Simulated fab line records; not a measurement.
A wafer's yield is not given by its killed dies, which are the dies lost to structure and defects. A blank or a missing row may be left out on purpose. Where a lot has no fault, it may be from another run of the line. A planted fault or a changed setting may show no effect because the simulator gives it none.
fab line records	flow n5_finfet
record: lots: 7	wafers: 21
route steps=1938 shown BEOL_M9@1431 BEOL_M10@1513 BEOL_M12@1602 BEOL_M13@1673 BEOL_M14@1762 BEOL_M15@1776 MIM_BOT_ETCH@1868 PASSIVATION@1915
start_h: hours from the record's opening day to when the first of the lot's shown wafers began	wait_h: hours elapsed since this lot's preceding step	" unchanged from the row above	L1.1+2: one row covering several wafers at once	- value missing, or start not given	* or withheld: withheld	< > ~ a bound
route shown NAME@n: a module of which the file shows steps, and the number in the route of the first	usual: mean/standard deviation taken from wafers without a fault	same: alike in all rows	chamber/n: place in a boat	sites: each site's reading	_std_site: how widely they spread, as a standard deviation	_edge_site: the outer-site mean with the inner-site mean subtracted	radius_mm: how far each site lies from the wafer's centre	mask NAME#n: copy n	behind: the last tool/chamber to shape the wafer	hold: why the lot was held/for how many hours/how that ended	device: names the non-switching transistor (n, p or np)	end of line: tests of these same wafers at the route's end	a step given without rows: its recipe and nothing more	killed: at the first sort, the dies lost to defects and structure; wafer yield is something else	map: shows each die of a wafer: x if killed, . if not, _ if none is there
set.NAME: the setting as run; set.NAME@STEP: as run at that earlier step	model.NAME: the simulator's own value behind a step, which no gauge read
lots whose settings were changed on purpose; a table a step, a row a wafer
== steps ==
step: N5_BEOL_M9_EXPOSE_25
recipe: mask_id: V8	na: 0.33	source_shape: annular	sigma_inner: 0.4	sigma_outer: 0.8	polarization: unpolarized	dose_mj: 37.25
lot.wafer	tool	chamber	start_h	wait_h	mask	set.dose_mj
L074.2+3+6	euv_scanner-02	0	210.28	-	V8#0	37.25
L079.2+4	euv_scanner-02	0	250.42	-	V8#0	39.9
L079.6	"	0	"	"	V8#0	37.25
L089.1	euv_scanner-01	0	301.97	-	V8#0	37.25
L089.2+6	"	0	"	"	V8#0	35.06
L084.2+6	euv_scanner-02	0	302.14	-	V8#0	39.01
L084.3	"	0	"	"	V8#0	37.25
L092.1+3	euv_scanner-01	0	331.13	-	V8#0	35.44
L092.6	"	0	"	"	V8#0	37.25
L091.1+5	euv_scanner-01	0	333.69	-	V8#0	37.25
L091.2	"	0	"	"	V8#0	34.47
L096.2+4+5	euv_scanner-02	0	362.43	-	V8#0	37.25
step: N5_BEOL_M9_PEB_26
recipe: peb_temp_c: 100	peb_time_s: 60	resist: CAR-EUV
step: N5_BEOL_M9_DEVELOP_27
recipe: develop_time_s: 30	developer: TMAH	resist: CAR-EUV	rinse_liquid: surfactant_rinse	dry: air_spin	dev_temp_c: 23
step: N5_BEOL_M9_CD_MEAS_28
recipe: target_cd_nm: 70	landing_energy_ev: 500	detector: se_inlens	polarity: opening
usual: cd_nm: 69.9/0.37
lot.wafer	tool	chamber	start_h	wait_h	set.dose_mj@BEOL_M9_EXPOSE_25	cd_nm
L074.2	cd_sem-02	0	210.40	-	37.25	70.4
L074.3	"	0	"	"	37.25	70.1
L074.6	"	0	"	"	37.25	70.4
L079.2	cd_sem-03	0	250.54	-	39.9	71.5
L079.4	"	0	"	"	39.9	71.7
L079.6	"	0	"	"	37.25	70.2
L089.1	cd_sem-03	0	302.10	-	37.25	70.4
L089.2	"	0	"	"	35.06	68.6
L089.6	"	0	"	"	35.06	68.9
L084.2	cd_sem-01	0	302.26	-	39.01	70.8
L084.3	"	0	"	"	37.25	69.9
L084.6	"	0	"	"	39.01	71.3
L092.1	cd_sem-03	0	331.26	-	35.44	68.7
L092.3	"	0	"	"	35.44	68.7
L092.6	"	0	"	"	37.25	69.4
L091.1	cd_sem-01	0	333.82	-	37.25	69.2
L091.2	"	0	"	"	34.47	67.5
L091.5	"	0	"	"	37.25	69.4
L096.2	cd_sem-01	0	362.56	-	37.25	69.7
L096.4	"	0	"	"	37.25	69.2
L096.5	"	0	"	"	37.25	69.4
step: N5_BEOL_M10_ETCH_41
recipe: chemistry: CH3F/O2	target: SiCN	target_depth_a: 426	taper_deg: 2	time_s: 86	ion_energy_ev: 120	mask_material: TiN	pressure_mtorr: 30	source_w: 395	bias_w: 75	Ar_flow_sccm: 150	CH3F_flow_sccm: 30	O2_flow_sccm: 20
usual: rf_vpp_V: 297.9/1.8
lot.wafer	tool	chamber	start_h	wait_h	set.source_w	rf_vpp_V
L074.2	rie_diel-01	3	-	-	395	297.7
L074.3	"	2	"	"	395	301.1
L074.6	"	0	"	"	395	297.4
L079.2	rie_diel-01	2	-	-	457.8	285.7
L079.4	"	2	"	"	457.8	285.6
L079.6	"	3	"	"	395	297.3
L089.1	rie_diel-01	1	-	-	421	291.8
L089.2	"	2	"	"	395	299.0
L089.6	"	1	"	"	395	298.1
L084.2	rie_diel-05	3	-	-	395	295.7
L084.3	"	1	"	"	395	296.9
L084.6	"	2	"	"	395	297.4
L092.1	rie_diel-03	2	-	-	395	299.7
L092.3	"	0	"	"	395	294.5
L092.6	"	3	"	"	395	298.5
L091.1	rie_diel-01	1	-	-	341.4	312.0
L091.2	"	2	"	"	341.4	314.7
L091.5	"	3	"	"	395	297.4
L096.2	rie_diel-03	1	-	-	395	300.4
L096.4	"	1	"	"	395	298.8
L096.5	"	2	"	"	395	298.8
step: N5_BEOL_M12_ILD_DEP_00
recipe: material: SiOC	target_thk_a: 6589.2	temp_c: 350	precursor: DEMS/O2	pressure_torr: 5	rf_w: 500	time_s: 130.7
lot.wafer	tool	chamber	start_h	wait_h	set.time_s	model.SiOC_of_BEOL_M12_ILD_DEP_00.thk_nm
L074.2	pecvd-04	1	231.59	0.0	130.7	659
L074.3	"	0	"	"	130.7	649.8
L074.6	"	0	"	"	130.7	645
L079.2	pecvd-02	1	270.52	0.0	130.7	642.6
L079.4	"	1	"	"	142.8	709.4
L079.6	"	2	"	"	142.8	722
L084.2	pecvd-04	0	326.10	0.0	130.7	652.2
L084.3	"	1	"	"	130.7	666.2
L084.6	"	1	"	"	117.6	602
L089.1	pecvd-02	2	326.69	0.0	143	706
L089.2	"	1	"	"	130.7	637.8
L089.6	"	1	"	"	143	711.2
L092.1	pecvd-02	0	352.43	0.0	137.7	675.2
L092.3	"	1	"	"	137.7	687.4
L092.6	"	0	"	"	130.7	659.4
L091.1	pecvd-03	0	353.26	0.0	141	704.6
L091.2	"	1	"	"	130.7	653.2
L091.5	"	1	"	"	130.7	663.8
L096.2	pecvd-02	0	386.35	0.0	130.7	652
L096.4	"	0	"	"	119	602.8
L096.5	"	2	"	"	119	606.4
step: N5_BEOL_M12_THK_MEAS_01
recipe: reads: SiOC_of_BEOL_M12_ILD_DEP_00
usual: M12_ILD_THK: 658/9.8
lot.wafer	tool	chamber	start_h	wait_h	set.time_s@BEOL_M12_ILD_DEP_00	M12_ILD_THK[nm]
L074.2	film_metro-02	-	231.77	0.1	130.7	659
L074.3	"	-	"	"	130.7	650
L074.6	"	-	"	"	130.7	645
L079.2	film_metro-02	-	270.65	0.1	130.7	643
L079.4	"	-	"	"	142.8	709
L079.6	"	-	"	"	142.8	722
L084.2	film_metro-01	-	326.23	0.1	130.7	653
L084.3	"	-	"	"	130.7	666
L084.6	"	-	"	"	117.6	602
L089.1	film_metro-02	-	326.83	0.1	143	706
L089.2	"	-	"	"	130.7	638
L089.6	"	-	"	"	143	711
L092.1	film_metro-02	-	352.56	0.1	137.7	675
L092.3	"	-	"	"	137.7	688
L092.6	"	-	"	"	130.7	660
L091.1	film_metro-01	-	353.39	0.1	141	704
L091.2	"	-	"	"	130.7	653
L091.5	"	-	"	"	130.7	663
L096.2	film_metro-02	-	386.53	0.1	130.7	652
L096.4	"	-	"	"	119	603
L096.5	"	-	"	"	119	606
step: N5_BEOL_M12_COAT_58
recipe: resist: BARC	temp_c: 205	time_s: 60	spin_rpm: 1500	resist_thk_nm: 89
step: N5_BEOL_M12_COAT_04
recipe: spin_rpm: 1625	resist_thk_nm: 400
step: N5_BEOL_M12_DESCUM_15
recipe: chemistry: O2	time_s: 7.9	source_power_w: 50	bias_power_w: 20	pressure_mtorr: 20	rf_frequency_hz: 2.712e+07	temp_c: 40	o2_flow_sccm: 225
step: N5_BEOL_M12_ETCH_59
recipe: chemistry: N2/H2	target: BARC	target_depth_a: 890	overetch_a: 267	time_s: 67.9	ion_energy_ev: 200	pressure_mtorr: 30	source_w: 840	bias_w: 150	n2_flow_sccm: 200	h2_flow_sccm: 200
step: N5_BEOL_M12_VIA_ETCH_16
recipe: chemistry: C4F8/O2/Ar	target: SiOC	pressure_mtorr: 30	source_w: 3000	bias_w: 700	Ar_flow_sccm: 400	C4F8_flow_sccm: 15	O2_flow_sccm: 8	he_inner_torr: 15	he_outer_torr: 30	target_depth_a: 7248	time_s: withheld	ion_energy_ev: 250	ends: cleared
lot.wafer	tool	chamber	start_h	wait_h	set.time_s@BEOL_M12_ILD_DEP_00	model.etch.depth_nm	model.coat_of_BEOL_M12_COAT_04.thk_nm
L074.2	rie_diel-01	1	232.28	0.0	*	659.1	122.2
L074.3	"	2	"	"	*	649.7	124.8
L074.6	"	3	"	"	*	644.9	127.4
L079.2	rie_diel-01	3	271.25	0.0	*	642.6	130.4
L079.4	"	3	"	"	*	709.4	109.8
L079.6	"	2	"	"	*	722.1	104.2
L084.2	rie_diel-01	2	326.84	0.0	*	652.2	123.8
L084.3	"	1	"	"	*	666.1	118
L084.6	"	3	"	"	*	601.9	142.6
L089.1	rie_diel-03	1	327.43	0.0	*	706.1	107
L089.2	"	0	"	"	*	637.9	131.8
L089.6	"	3	"	"	*	711.1	112.2
L092.1	rie_diel-05	3	353.04	0.0	*	675.2	118.2
L092.3	"	0	"	"	*	687.4	112.4
L092.6	"	2	"	"	*	659.4	117.6
L091.1	rie_diel-05	3	353.87	0.0	*	704.6	109
L091.2	"	2	"	"	*	653.2	121
L091.5	"	0	"	"	*	663.9	122.4
L096.2	rie_diel-05	2	387.04	0.0	*	651.9	121.2
L096.4	"	0	"	"	*	602.8	139.4
L096.5	"	2	"	"	*	606.4	135
step: N5_BEOL_M12_STRIP_63
recipe: chemistry: N2/H2	power_w: 1000	temp_c: 250	h2_frac: 0.65	overash_fraction: 0.3	pressure_mtorr: 1000	n2_flow_sccm: 1750	h2_flow_sccm: 3250
usual: strip_time_to_endpoint_s: 42.7/1
lot.wafer	tool	chamber	start_h	wait_h	set.time_s@BEOL_M12_ILD_DEP_00	strip_time_to_endpoint_s
L074.2	plasma_asher-02	0	232.48	-	130.7	42.3
L074.3	"	0	"	"	130.7	43.0
L074.6	"	1	"	"	130.7	43.7
L079.2	plasma_asher-01	0	271.57	-	130.7	44.5
L079.4	"	0	"	"	142.8	38.9
L079.6	"	1	"	"	142.8	37.4
L084.2	plasma_asher-01	0	327.04	-	130.7	42.7
L084.3	"	1	"	"	130.7	41.1
L084.6	"	1	"	"	117.6	47.7
L089.1	plasma_asher-02	1	327.63	-	143	38.1
L089.2	"	0	"	"	130.7	44.9
L089.6	"	1	"	"	143	39.6
L092.1	plasma_asher-01	1	353.24	-	137.7	41.2
L092.3	"	0	"	"	137.7	39.6
L092.6	"	1	"	"	130.7	41.0
L091.1	plasma_asher-01	1	354.07	-	141	38.7
L091.2	"	0	"	"	130.7	42.0
L091.5	"	1	"	"	130.7	42.3
L096.2	plasma_asher-02	0	387.24	-	130.7	42.0
L096.4	"	0	"	"	119	46.9
L096.5	"	1	"	"	119	45.7
step: N5_BEOL_M12_STRIP_64
recipe: chemistry: N2/H2	power_w: 1000	temp_c: 250	h2_frac: 0.65	overash_fraction: 0.3	pressure_mtorr: withheld	n2_flow_sccm: 1750	h2_flow_sccm: 3250
step: N5_BEOL_M12_STRIP_71
recipe: chemistry: post_etch_residue_remover	time_s: 60	temp_c: 25	remover_ph: withheld	remover_water_wt_pct: withheld	remover_fluoride_wt_pct: withheld
step: N5_BEOL_M12_STRIP_37
recipe: chemistry: N2/H2	power_w: 1000	temp_c: 250	h2_frac: 0.65	overash_fraction: 0.3	pressure_mtorr: withheld	n2_flow_sccm: 1750	h2_flow_sccm: 3250
step: N5_BEOL_M12_ETCH_38
recipe: chemistry: CF4/N2	target: SiCN	target_depth_a: 687	taper_deg: 2	time_s: 73.4	ion_energy_ev: 150	mask_material: SiO2	pressure_mtorr: 40	source_w: 430	bias_w: 70	Ar_flow_sccm: 100	cf4_flow_sccm: 60	n2_flow_sccm: 60
lot.wafer	tool	chamber	start_h	wait_h	set.time_s@BEOL_M12_ILD_DEP_00	model.SiOC_of_BEOL_M12_ILD_DEP_00.thk_nm
L074.2	rie_diel-01	0	235.83	-	130.7	610.6
L074.3	"	1	"	"	130.7	602
L074.6	"	1	"	"	130.7	597
L079.2	rie_diel-03	0	272.91	-	130.7	594.8
L079.4	"	1	"	"	142.8	657.4
L079.6	"	1	"	"	142.8	669.8
L084.2	rie_diel-03	2	331.83	-	130.7	600.8
L084.3	"	3	"	"	130.7	619.2
L084.6	"	2	"	"	117.6	550
L089.1	rie_diel-05	3	334.75	-	143	656.8
L089.2	"	1	"	"	130.7	588.4
L089.6	"	0	"	"	143	661.8
L092.1	rie_diel-05	0	356.72	-	137.7	626.4
L092.3	"	3	"	"	137.7	638
L092.6	"	1	"	"	130.7	610
L091.1	rie_diel-01	1	356.87	-	141	653.6
L091.2	"	2	"	"	130.7	603.6
L091.5	"	3	"	"	130.7	615.8
L096.2	rie_diel-05	2	392.98	-	130.7	601
L096.4	"	1	"	"	119	552.8
L096.5	"	3	"	"	119	556.6
step: N5_BEOL_M13_ETCH_59
recipe: chemistry: N2/H2	target: BARC	target_depth_a: 890	overetch_a: 267	time_s: 67.9	ion_energy_ev: 200	pressure_mtorr: 30	source_w: 840	bias_w: 150	n2_flow_sccm: 200	h2_flow_sccm: 200
lot.wafer	tool	chamber	start_h	wait_h	set.time_s	model.coat_of_BEOL_M13_COAT_04.thk_nm
L074.2	rie_diel-06	2	238.45	0.0	67.9	318
L074.3	"	3	"	"	67.9	318.6
L074.6	"	1	"	"	67.9	316.2
L079.2	rie_diel-06	0	275.63	0.0	67.9	316
L079.4	"	1	"	"	55.21	327.2
L079.6	"	2	"	"	67.9	315.2
L084.2	rie_diel-06	3	334.82	0.0	77.41	309.2
L084.3	"	0	"	"	77.41	306.2
L084.6	"	1	"	"	67.9	315
L089.1	rie_diel-04	1	337.17	0.0	67.9	318.8
L089.2	"	3	"	"	67.9	316
L089.6	"	2	"	"	56.71	327.2
L092.1	rie_diel-06	0	359.08	0.0	67.9	313.6
L092.3+6	"	1	"	"	60.85	319.6
L091.1	rie_diel-06	0	359.65	0.0	72.5	313.4
L091.2	"	2	"	"	72.5	314
L091.5	"	2	"	"	67.9	318.4
L096.2	rie_diel-04	0	396.04	0.0	67.9	320.4
L096.4	"	1	"	"	67.9	321.2
L096.5	"	0	"	"	62.33	326
step: N5_BEOL_M14_SPUTTER_43
recipe: material: TaN	target_thk_a: 150	temp_c: 50	bias_v: 168.6	power_w: 15000	chamber_pressure_pa: 0.12	time_s: 24.19
lot.wafer	tool	chamber	start_h	wait_h	set.power_w	model.TaN_of_BEOL_M14_SPUTTER_43.thk_nm
L074.2	pvd_sputter-01	-	247.65	0.0	15000	15.4
L074.3	"	-	"	"	15000	14.8
L074.6	"	-	"	"	15000	15
L079.2	pvd_sputter-02	-	284.81	0.0	16440	16
L079.4	"	-	"	"	15000	15
L079.6	"	-	"	"	16440	16.4
L084.2	pvd_sputter-02	-	348.21	0.0	15930	15.2
L084.3+6	"	-	"	"	15000	14.8
L089.1	pvd_sputter-03	-	349.04	0.0	12550	12.4
L089.2+6	"	-	"	"	15000	15.2
L092.1+6	pvd_sputter-03	-	373.36	0.0	15000	15.2
L092.3	"	-	"	"	15000	14.8
L091.1+2	pvd_sputter-01	-	374.49	0.0	15000	15
L091.5	"	-	"	"	15000	15.2
L096.2	pvd_sputter-03	-	404.33	0.0	15000	14.8
L096.4	"	-	"	"	13660	13.6
L096.5	"	-	"	"	13660	13.8
step: N5_BEOL_M15_COAT_04
recipe: spin_rpm: 1704	resist_thk_nm: 800
lot.wafer	tool	chamber	start_h	wait_h	set.spin_rpm	model.coat_of_BEOL_M15_COAT_04.thk_nm
L074.2	litho_track-05	0	-	-	1704	797.8
L074.3	"	0	"	"	1704	799.6
L074.6	"	0	"	"	1704	798.6
L079.2	litho_track-05	0	-	-	1704	800.4
L079.4	"	0	"	"	1704	801.2
L079.6	"	0	"	"	1704	797.8
L084.2	litho_track-05	0	-	-	1704	799.4
L084.3	"	0	"	"	1768	783
L084.6	"	0	"	"	1704	798.6
L089.1	litho_track-03	0	-	-	1704	803.6
L089.2	"	0	"	"	1818	777.2
L089.6	"	0	"	"	1818	778.8
L092.1	litho_track-01	0	-	-	1857	764.8
L092.3	"	0	"	"	1857	762.4
L092.6	"	0	"	"	1704	797.2
L091.1	litho_track-03	0	-	-	1704	800.2
L091.2	"	0	"	"	1704	797.8
L091.5	"	0	"	"	1704	798.4
L096.2	litho_track-05	0	-	-	1760	787.4
L096.4	"	0	"	"	1760	789
L096.5	"	0	"	"	1760	787.8
step: N5_BEOL_M15_ETCH_59
recipe: chemistry: N2/H2	target: BARC	target_depth_a: 890	overetch_a: 267	time_s: 67.9	ion_energy_ev: 200	pressure_mtorr: 30	source_w: 840	bias_w: 150	n2_flow_sccm: 200	h2_flow_sccm: 200
lot.wafer	tool	chamber	start_h	wait_h	set.time_s	set.spin_rpm@BEOL_M15_COAT_04	model.coat_of_BEOL_M15_COAT_04.thk_nm
L074.2	rie_diel-06	2	249.60	0.0	67.9	1704	714.4
L074.3	"	0	"	"	67.9	1704	716.2
L074.6	"	1	"	"	67.9	1704	714.8
L079.2	rie_diel-04	3	286.74	0.0	67.9	1704	717.4
L079.4	"	1	"	"	67.9	1704	721.8
L079.6	"	0	"	"	67.9	1704	718.4
L084.2	rie_diel-06	0	350.42	0.0	60.07	1704	722.6
L084.3	"	1	"	"	67.9	1768	698.2
L084.6	"	0	"	"	60.07	1704	721.6
L089.1	rie_diel-02	2	351.35	0.0	67.9	1704	719.8
L089.2	"	0	"	"	67.9	1818	693.2
L089.6	"	2	"	"	79.37	1818	682.8
L092.1	rie_diel-06	3	375.41	0.0	67.9	1857	684.6
L092.3	"	2	"	"	67.9	1857	679
L092.6	"	1	"	"	67.9	1704	712.8
L091.1	rie_diel-04	0	376.63	0.0	67.9	1704	721
L091.2	"	2	"	"	67.9	1704	717.6
L091.5	"	1	"	"	67.9	1704	719
L096.2	rie_diel-06	0	406.28	0.0	67.9	1760	703.8
L096.4	"	1	"	"	56.12	1760	716.2
L096.5	"	0	"	"	67.9	1760	704.6
step: N5_MIM_BOT_ETCH_ETCH_00
recipe: chemistry: Cl2/BCl3	target: TiN	target_depth_a: 455	ion_energy_ev: 150	pressure_mtorr: 10	icp_w: 1000	bias_w: 126	Cl2_flow_sccm: 53.25	bcl3_flow_sccm: 21.75	Ar_flow_sccm: 25
lot.wafer	tool	chamber	start_h	wait_h	set.icp_w	model.etch.depth_nm
L074.2	rie_metal-02	1	260.62	0.1	1000	45.53
L074.3	"	1	"	"	1000	45.24
L074.6	"	0	"	"	1000	47.27
L079.2	rie_metal-02	0	296.88	0.1	872.2	41.92
L079.4	"	1	"	"	872.2	41.16
L079.6	"	0	"	"	1000	48.21
L084.2	rie_metal-02	1	364.08	0.1	1000	45.39
L084.3	"	0	"	"	1000	46.59
L084.6	"	0	"	"	1000	46.84
L089.1	rie_metal-03	0	364.53	0.1	1000	47.18
L089.2	"	1	"	"	1000	47.25
L089.6	"	0	"	"	1000	47.28
L092.1	rie_metal-02	1	386.07	0.1	1081	48.26
L092.3	"	1	"	"	1000	44.99
L092.6	"	1	"	"	1081	47.86
L091.1	rie_metal-01	1	386.18	0.1	1000	44.88
L091.2	"	0	"	"	1000	48.29
L091.5	"	1	"	"	1000	45.26
L096.2	rie_metal-03	1	416.39	0.1	1000	47.66
L096.4	"	0	"	"	1000	48
L096.5	"	0	"	"	1118	52.85
step: N5_PASSIVATION_PECVD_53
recipe: material: SiO2	target_thk_a: 8000	temp_c: 400	precursor: TEOS/O2	pressure_torr: 6.5	rf_w: withheld	teos_flow_sccm: withheld	gas: O2	flow_sccm: 2650	time_s: 169.4
lot.wafer	tool	chamber	start_h	wait_h	set.temp_c	model.SiO2_of_PASSIVATION_PECVD_53.thk_nm
L074.2	pecvd-01	2	265.94	0.0	400	800.6
L074.3	"	1	"	"	400	803.8
L074.6	"	0	"	"	400	822
L079.2	pecvd-02	0	303.00	0.0	410.2	754.4
L079.4	"	2	"	"	410.2	750.4
L079.6	"	0	"	"	400	812.2
L084.2	pecvd-01	2	368.32	0.0	413	729.6
L084.3	"	0	"	"	400	809
L084.6	"	1	"	"	400	828.4
L089.1	pecvd-01	1	370.70	0.0	400	800.6
L089.2	"	2	"	"	400	781.4
L089.6	"	2	"	"	383.3	887.2
L091.1	pecvd-01	0	393.93	0.0	400	803.2
L091.2	"	2	"	"	400	805
L091.5	"	1	"	"	400	822.2
L092.1	pecvd-02	0	393.94	0.0	400	800.6
L092.3	"	0	"	"	388.3	877.4
L092.6	"	0	"	"	400	821.4
L096.2	pecvd-01	2	420.71	0.0	386.3	869.6
L096.4	"	0	"	"	386.3	895
L096.5	"	2	"	"	386.3	886
== key ==
split: step: N5_BEOL_M9_EXPOSE_25	setting: dose_mj	stated: 37.25	by: wafer
response: step: N5_BEOL_M9_CD_MEAS_28	reading: cd_nm	change: +0.221	per: 1%	r: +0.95
split: step: N5_BEOL_M10_ETCH_41	setting: source_w	stated: 395	by: wafer
response: step: N5_BEOL_M10_ETCH_41	reading: rf_vpp_V	change: -0.93	per: 1%	r: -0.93
split: step: N5_BEOL_M12_ILD_DEP_00	setting: time_s	stated: 130.7	by: wafer
response: step: N5_BEOL_M12_ILD_DEP_00	reading: model.SiOC_of_BEOL_M12_ILD_DEP_00.thk_nm	change: +6.33	per: 1%	r: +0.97
response: step: N5_BEOL_M12_THK_MEAS_01	reading: M12_ILD_THK	change: +6.32	per: 1%	r: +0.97
response: step: N5_BEOL_M12_VIA_ETCH_16	reading: model.etch.depth_nm	change: +6.33	per: 1%	r: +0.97
response: step: N5_BEOL_M12_VIA_ETCH_16	reading: model.coat_of_BEOL_M12_COAT_04.thk_nm	change: -2.02	per: 1%	r: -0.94
response: step: N5_BEOL_M12_STRIP_63	reading: strip_time_to_endpoint_s	change: *	per: 1%	r: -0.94
response: step: N5_BEOL_M12_ETCH_38	reading: model.SiOC_of_BEOL_M12_ILD_DEP_00.thk_nm	change: +6.25	per: 1%	r: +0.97
split: step: N5_BEOL_M13_ETCH_59	setting: time_s	stated: 67.9	by: wafer
response: step: N5_BEOL_M13_ETCH_59	reading: model.coat_of_BEOL_M13_COAT_04.thk_nm	change: -0.595	per: 1%	r: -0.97
split: step: N5_BEOL_M14_SPUTTER_43	setting: power_w	stated: 15000	by: wafer
response: step: N5_BEOL_M14_SPUTTER_43	reading: model.TaN_of_BEOL_M14_SPUTTER_43.thk_nm	change: +0.146	per: 1%	r: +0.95
split: step: N5_BEOL_M15_COAT_04	setting: spin_rpm	stated: 1704	by: wafer
response: step: N5_BEOL_M15_COAT_04	reading: model.coat_of_BEOL_M15_COAT_04.thk_nm	change: -3.82	per: 1%	r: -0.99
response: step: N5_BEOL_M15_ETCH_59	reading: model.coat_of_BEOL_M15_COAT_04.thk_nm	change: -4.16	per: 1%	r: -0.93
split: step: N5_BEOL_M15_ETCH_59	setting: time_s	stated: 67.9	by: wafer
response: step: N5_BEOL_M15_ETCH_59	reading: model.coat_of_BEOL_M15_COAT_04.thk_nm	slope: -0.723	per: 1%	together_with: spin_rpm@BEOL_M15_COAT_04	explained: 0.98
split: step: N5_MIM_BOT_ETCH_ETCH_00	setting: icp_w	stated: 1000	by: wafer
response: step: N5_MIM_BOT_ETCH_ETCH_00	reading: model.etch.depth_nm	change: +0.46	per: 1%	r: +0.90
split: step: N5_PASSIVATION_PECVD_53	setting: temp_c	stated: 400	by: wafer
response: step: N5_PASSIVATION_PECVD_53	reading: model.SiO2_of_PASSIVATION_PECVD_53.thk_nm	change: -24.1	per: 1%	r: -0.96
